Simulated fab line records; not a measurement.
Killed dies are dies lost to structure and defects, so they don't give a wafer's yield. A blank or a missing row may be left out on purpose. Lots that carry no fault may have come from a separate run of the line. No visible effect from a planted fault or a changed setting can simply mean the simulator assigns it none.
Matching of chambers -- flow nand-harc -- rie-diel-11 running NHARC_P_M0_DESCUM_14: 4 sister chambers
The step chemistry O2, time 3 s. 18 wafers are shown with their chamber, then 9 later ones without.

EACH WAFER AND ITS CHAMBER
wafer,chamber,drypump-motor-current-A (A),showerhead-plenum-p-Torr (Torr),rf-vpp-V (V)
L076.3,2,5.7,1.81,57.2
L076.5,0,5.8,1.96,59.2
L076.6,1,5.5,1.92,56.6
L081.3,0,5.8,1.95,59.3
L081.4,1,5.5,1.92,57.4
L081.6,1,5.5,1.92,58.2
L082.4,2,5.7,1.80,58.6
L082.5,0,5.8,1.95,59.1
L082.6,1,5.5,1.92,58.3
L086.3,2,5.6,1.80,57.3
L086.5,2,5.7,1.80,57.2
L086.6,1,5.5,1.91,58.3
L087.3,0,5.8,1.94,59.1
L087.4,1,5.5,1.91,60.2
L087.5,3,6.4,1.77,56.3
L088.2,2,5.7,1.80,57.9
L088.4,3,6.4,2.08,58.0
L088.5,1,5.5,1.91,58.8

SIGNATURES (averages over the wafers above)
reading,chamber 0,chamber 1,chamber 2,chamber 3,scatter within a chamber
drypump-motor-current-A,5.800,5.500,5.680,6.400,0.0239
showerhead-plenum-p-Torr,1.9500,1.9157,1.8020,1.9250,0.0589
rf-vpp-V,59.175,58.257,57.640,57.150,0.867
Rule: a wafer lies at a distance from a chamber equal to the root of the sum of squares, over the readings, of (its reading less the chamber's mean, divided by the reading's scatter). If the next closest chamber is less than 2 further off than the closest, the wafer can't be placed; otherwise it belongs to the closest. The scatter: take each reading less its chamber's mean, square it, sum over the shown wafers, divide by the number of wafers less the number of chambers, and take the root.

WAFERS WHOSE CHAMBER IS MISSING
wafer,drypump-motor-current-A (A),showerhead-plenum-p-Torr (Torr),rf-vpp-V (V)
L089.1,5.5,1.91,56.9
L089.4,5.8,1.94,59.3
L089.6,6.4,2.08,58.7
L094.4,5.8,1.93,58.3
L094.5,5.5,1.90,57.8
L094.6,5.8,1.94,58.2
L096.3,6.4,2.07,60.6
L096.4,5.7,1.79,56.3
L096.5,5.5,1.90,58.8

WHICH CHAMBER EACH ONE RAN IN
wafer,from the rows above,in truth
L089.1,1,1
L089.4,0,0
L089.6,3,3
L094.4,0,0
L094.5,1,1
L094.6,0,0
L096.3,3,3
L096.4,2,2
L096.5,1,1
Correctly placed: 9 of 9. Not placeable from these rows: 0. Number placed wrongly: 0.
